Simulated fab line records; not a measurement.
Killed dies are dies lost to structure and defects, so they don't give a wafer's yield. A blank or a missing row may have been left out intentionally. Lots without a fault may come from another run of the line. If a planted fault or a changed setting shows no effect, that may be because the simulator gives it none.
A lot that was struck, set against a sound lot || flow n5-finfet || 40 out of 1938 route steps
Sound: the wafers L858.3, L858.5, L858.6. Wafers struck: L865.1, L865.2, L865.3. The cause is named last.
Each step with rows lists, per side, the tool, then ch with its chambers, then its first start. Under that, the readings that differ: sound wafers || struck wafers || difference of the means || sigmas: that difference in standard deviations of wafers without a fault.
alike: readings with means less than 2 such deviations apart, plus words and numbers identical on both sides. not compared: withheld readings, readings lacking a value on some wafer, bounds such as >300 that could conceal the same value, and numbers that have no deviation in the record and whose values overlap.
Wherever a step has rows on one side only, a row that says differs or no value, or a row with sigmas, the two part there. Numbers that don't overlap but have no deviation are shown without sigmas and don't part them. A reading that every wafer of one side lacks parts them only if that side has two wafers or more.

first, 3 steps without rows for these wafers: N5_BEOL_M5_CURE_80 (cures SiCOH lowk, time 120 s); N5_BEOL_M5_DEGAS_44 (time 60 s); N5_BEOL_M5_PRE_CLEAN_45 (time 30 s).
N5_BEOL_M5_ALD_86: deposits TaN, pulse time 2 s, purge time 3 s, co reactant purge time 2 s.
  sound on ald-metal-03 ch 0,1,2, day 9 10:08; struck on ald-metal-03 ch 0,1,3, day 10 21:45
  alike: heater-power-w
then, 7 steps without rows for these wafers: N5_BEOL_M5_SURFACE_TREAT_87; N5_BEOL_M5_CVD_47 (deposits Co from CCTBA/H2, target thk 3 nm, time 216 s); N5_BEOL_M5_SPUTTER_48 (material Cu, target thk 15 nm, time 27.62 s); N5_BEOL_M5_ANNEAL_49 (time 1800 s); N5_BEOL_M5_SPUTTER_81 (material Cu, target thk 15 nm, time 27.62 s); N5_BEOL_M5_ANNEAL_82 (time 1800 s); N5_BEOL_M5_SPUTTER_83 (material Cu, target thk 15 nm, time 27.62 s).
N5_BEOL_M5_ANNEAL_84: time 1800 s.
  sound: pvd-sputter-02 at day 9 12:59; struck: pvd-sputter-03 at day 11 00:32
  alike: heater-power-w, susceptor_temp_C_max
N5_BEOL_M5_SPUTTER_88: material Cu, target thk 15 nm, time 27.62 s.
  sound: pvd-sputter-02 at day 9 13:59; struck: pvd-sputter-03 at day 11 01:32
  alike: chuck-sensor-temp-C, substrate-temp-c, throttle-valve-pct
N5_BEOL_M5_ANNEAL_89: time 1800 s.
  sound: pvd-sputter-02 at day 9 14:04; struck: pvd-sputter-03 at day 11 01:37
  alike: heater-power-w, susceptor_temp_C_max
then, 8 steps without rows for these wafers: N5_BEOL_M5_SPUTTER_90 (material Cu, target thk 4.5 nm, time 8.29 s); N5_BEOL_M5_ECD_50 (material Cu, target thk 300 nm); N5_BEOL_M5_ANNEAL_51 (time 90 s); N5_BEOL_M5_CMP_52 (polishes, stops on SiCOH lowk, t overpolish 6.9 s, target thk 62 nm); N5_BEOL_M5_PRE_CLEAN_77 (time 15 s); N5_BEOL_M5_CO_CAP_78 (material Co, precursor CCTBA/H2, target thk 2 nm, time 102.1 s); N5_BEOL_M5_PRE_CLEAN_55 (time 15 s); N5_BEOL_M5_DEP_56 (deposits SiCN from 3MS/NH3, target thk 8 nm, time 14 s).
N5_BEOL_M5_RS_MEAS_57: uses a four-point probe to measure.
  sound: film-metro-01 at day 9 16:13; struck: film-metro-01 at day 11 03:41
  alike: M5_RS
N5_BEOL_M6_ILD_DEP_00: deposits SiCOH lowk from DEMS/porogen, target thk 179.75 nm, time 33.4 s.
  sound on pecvd-02 ch 1,2, day 9 16:17; struck on pecvd-02 ch 0,1,2, day 11 03:46
  alike: heater-power-w, rf-fwd-power-W, showerhead-plenum-p-Torr, throttle-valve-pct
then, 1 step without rows for these wafers: N5_BEOL_M6_CURE_74 (cures SiCOH lowk, time 240 s).
N5_BEOL_M6_THK_MEAS_01:
  sound: film-metro-02 at day 9 16:51; struck: film-metro-02 at day 11 04:20
  alike: M6_ILD_THK
N5_BEOL_M6_PECVD_70: deposits SiO2 from TEOS/O2, target thk 20 nm, time 22.7 s.
  sound on pecvd-02 ch 1,2, day 9 16:53; struck on pecvd-01 ch 0,1,2, day 11 04:22
{"reading": "heater-power-w (W)", "sound": "567 584 591", "struck": "770 706 735", "difference": "+156", "sigmas": "+2"}
  alike: rf-fwd-power-W, showerhead-plenum-p-Torr, throttle-valve-pct
then, 9 steps without rows for these wafers: N5_BEOL_M6_HM_DEP_02 (deposits TiN, target thk 20 nm); N5_BEOL_M6_COAT_59 (time 60 s, resist thk 100 nm); N5_BEOL_M6_COAT_60 (time 60 s, resist thk 35 nm); N5_BEOL_M6_COAT_05 (resist thk 90 nm); N5_BEOL_M6_EBR_07; N5_BEOL_M6_SOFTBAKE_06 (time 60 s); N5_BEOL_M6_EXPOSE_08 (exposes mask M6); N5_BEOL_M6_PEB_09 (peb time 60 s); N5_BEOL_M6_DEVELOP_10 (develop time 30 s).
N5_BEOL_M6_CD_MEAS_11: the cd target is 38.5 nm.
  sound on cd-sem-01 ch 0, day 9 18:14; struck on cd-sem-03 ch 0, day 11 04:48
  alike: cd-nm
N5_BEOL_M6_OVL_MEAS_12:
  sound on overlay-02 ch 0, day 9 18:16; struck on overlay-01 ch 0, day 11 04:50
  alike: M6_OVL
then, 1 step without rows for these wafers: N5_BEOL_M6_DESCUM_16 (chemistry O2, time 7.9 s).
-- a jump in the record: the struck wafers' starts before and after are 4 days apart (it breaks off in module BEOL_M6 and resumes in module PASSIVATION, where the first step shown is number 1936 of the route) --
N5_PASSIVATION_PROBE_49:
  rows exist in the record for the struck wafers here (prober-02, day 15 13:43), but not for the sound ones

WHERE THEY PART
First at N5_BEOL_M6_PECVD_70; last, within this record, at N5_PASSIVATION_PROBE_49.

WHY: the cause the simulator had injected
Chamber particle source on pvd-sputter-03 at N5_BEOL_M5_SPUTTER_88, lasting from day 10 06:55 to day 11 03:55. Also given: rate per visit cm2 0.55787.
